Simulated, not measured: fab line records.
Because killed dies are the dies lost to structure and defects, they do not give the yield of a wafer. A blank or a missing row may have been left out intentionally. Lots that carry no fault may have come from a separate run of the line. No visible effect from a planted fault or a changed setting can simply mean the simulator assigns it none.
Chamber matching | flow n5-finfet | N5_MOL_CONTACT_COAG_ALD_133 on ald-sin-04: 3 sister chambers
The step deposits SiO2, target thk 5 nm, pulse time 1 s, co reactant pulse time 1 s. 6 wafers are shown with their chamber, then 6 later ones without.

== EACH WAFER AND ITS CHAMBER ==
wafer  | chamber | heater-power-w (W) | chamber-pressure-Torr (Torr)
L731.2 | 2       | 83                 | 2.009
L734.1 | 1       | 66                 | 2.002
L734.3 | 3       | 83                 | 2.002
L734.6 | 2       | 82                 | 1.997
L736.1 | 3       | 81                 | 1.999
L736.2 | 1       | 67                 | 2.000

== WAFERS WHOSE CHAMBER IS MISSING ==
wafer  | heater-power-w (W) | chamber-pressure-Torr (Torr)
L736.5 | 82                 | 2.004
L738.2 | 83                 | 1.995
L738.5 | 82                 | 2.001
L738.6 | 79                 | 1.996
L737.1 | 67                 | 2.000
L737.6 | 67                 | 2.001

== THE CHAMBER EACH PASSED THROUGH ==
wafer  | from the rows above     | in truth
L736.5 | can't be placed: 2 or 3 | 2
L738.2 | can't be placed: 3 or 2 | 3
L738.5 | can't be placed: 3 or 2 | 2
L738.6 | can't be placed: 3 or 2 | 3
L737.1 | 1                       | 1
L737.6 | 1                       | 1
2 of 6 placed correctly. These rows do not allow placing 4 (true chamber among the candidates in 4). Wrongly placed: 0.
How it was worked out, from the rows above alone: a wafer's distance from a chamber is the root of the sum, over the readings, of the square of ((its reading less the chamber's mean) divided by the reading's scatter). The wafer belongs to the nearest chamber; if the next one is less than 2 further off, it can't be placed. Each chamber's mean is taken over the wafers shown for it. The scatter is the square root of a quotient: the sum, over the shown wafers, of each reading's squared deviation from its chamber's mean, divided by wafers minus chambers.
